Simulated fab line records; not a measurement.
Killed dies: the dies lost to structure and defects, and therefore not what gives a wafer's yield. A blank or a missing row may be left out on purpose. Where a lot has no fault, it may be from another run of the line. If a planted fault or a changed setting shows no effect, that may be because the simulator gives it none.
Comparing a struck lot with a sound one | flow nandHarc | 14 out of 1302 route steps
Sound: wafers L320.1, L320.4, L320.5. Wafers L319.1, L319.4, L319.5 were the ones struck. The cause comes at the end.
At each step with rows: each side's tool, then ch and its chambers, then its first start. Under that, the readings that differ: sound wafers | struck wafers | difference of the means | sigmas: that difference in standard deviations of wafers without a fault.
alike: words and numbers the same on both sides, and readings whose means are apart by under 2 such deviations; not compared: readings that were withheld, readings missing a value for some wafer, numbers with overlapping values and no deviation given by the record, and bounds like >300 which may hide the same value.
Wherever a step has rows on one side only, a row that says differs or no value, or a row with sigmas, the two part there. Numbers that don't overlap but have no deviation are shown without sigmas and don't part them. A reading that every wafer of one side lacks parts them only if that side has two wafers or more.

NHARC_P_M2_CD_MEAS_09: target cd 170 nm.
  sound on cdSem-01 ch 0, day 13 12:17; struck on cdSem-01 ch 0, day 13 11:34
  alike: cdNm
NHARC_P_M2_OVL_MEAS_10: pitch 340 nm.
  sound on overlay-01 at day 13 12:23; struck on overlay-01 at day 13 11:40
reading         | sound       | struck         | difference | sigmas
overlayXNm (nm) | 0.5 0.5 0.3 | -1.2 -1.7 -0.3 | -1.5       | -2
  alike: overlayYNm
NHARC_P_M2_INSPECT_11:
  sound on defectInspect-02 at day 13 12:25; struck on defectInspect-01 at day 13 11:42
  alike: rawDefectCount
NHARC_P_M2_DESCUM_14: chemistry O2, time 3 s.
  sound on rieDiel-13 ch 0,1, day 13 12:29; struck on rieDiel-13 ch 1,2, day 13 11:46
  alike: drypumpMotorCurrentA, oesProductAu, rfVppV, showerheadPlenumPTorr, throttleValvePct
  not compared: rfHoursCounterH
NHARC_P_M2_ETCH_35: etches the open film in N2/H2, target depth 40 nm, overetch 12 nm, time 43.94 s.
  sound on rieDiel-13 ch 1,2,3, day 13 12:34; struck on rieDiel-13 ch 1,2,3, day 13 11:51
  alike: drypumpMotorCurrentA, oesProductAu, rfFwdPowerW, rfVppV, showerheadPlenumPTorr, throttleValvePct
  not compared: rfHoursCounterH
then, 1 step without rows for these wafers: NHARC_P_M2_ETCH_15 (etches the open film in C4F8/Ar, target depth 182.5 nm, time 91.2 s).
NHARC_P_M2_CD_MEAS_16:
  sound on cdSem-02 at day 13 12:47; struck on cdSem-03 at day 13 12:04
  alike: cdNm
then, 1 step without rows for these wafers: NHARC_P_M2_STRIP_18 (strips in N2/H2).
NHARC_P_M2_ETCH_28: etches the open film in CF4/N2, target depth 30 nm, time 72.99 s.
  sound: rieDiel-09 ch 0,1,3; struck: rieDiel-09 ch 0,1,2
  alike: cf4FlowSccm, drypumpMotorCurrentA, oesProductAu, rfFwdPowerW, rfVppV, showerheadPlenumPTorr, throttleValvePct
  not compared: rfHoursCounterH
then, 1 step without rows for these wafers: NHARC_P_M2_STRIP_19 (strips in post etch residue remover, time 600 s).
NHARC_P_M2_DEGAS_29: time 60 s.
  sound on pvdSputter-02 at day 13 13:29; struck on pvdSputter-03 at day 13 12:47
reading            | sound                | struck | difference                    | sigmas
susceptorTempC (C) | 250.38 249.96 250.11 | - - -  | no value on the struck wafers | 
  alike: heaterPowerW
then, 1 step without rows for these wafers: NHARC_P_M2_PRE_CLEAN_30 (time 30 s).
NHARC_P_M2_PVD_20: deposits TaN, target thk 5 nm, time 8.06 s.
  sound on pvdSputter-02 at day 13 13:37; struck on pvdSputter-03 at day 13 12:55
  no value came back on the struck wafers for biasV (V), cathodeDcPowerW (W), throttleValvePct (%); on the sound wafers biasV (V) reads 169.4 169.6 167.8
NHARC_P_M2_PVD_21: deposits Cu, target thk 30 nm, time 20.49 s.
  sound on pvdSputter-02; struck on pvdSputter-03
  alike: cathodeDcPowerW, chamberPressurePa, throttleValvePct

== WHERE THEY PART ==
Last at NHARC_P_M2_PVD_20 as far as this record goes, first at NHARC_P_M2_OVL_MEAS_10. Later steps at which nothing parts them and some readings are alike: NHARC_P_M2_PVD_21.

WHY: what the simulator had put in
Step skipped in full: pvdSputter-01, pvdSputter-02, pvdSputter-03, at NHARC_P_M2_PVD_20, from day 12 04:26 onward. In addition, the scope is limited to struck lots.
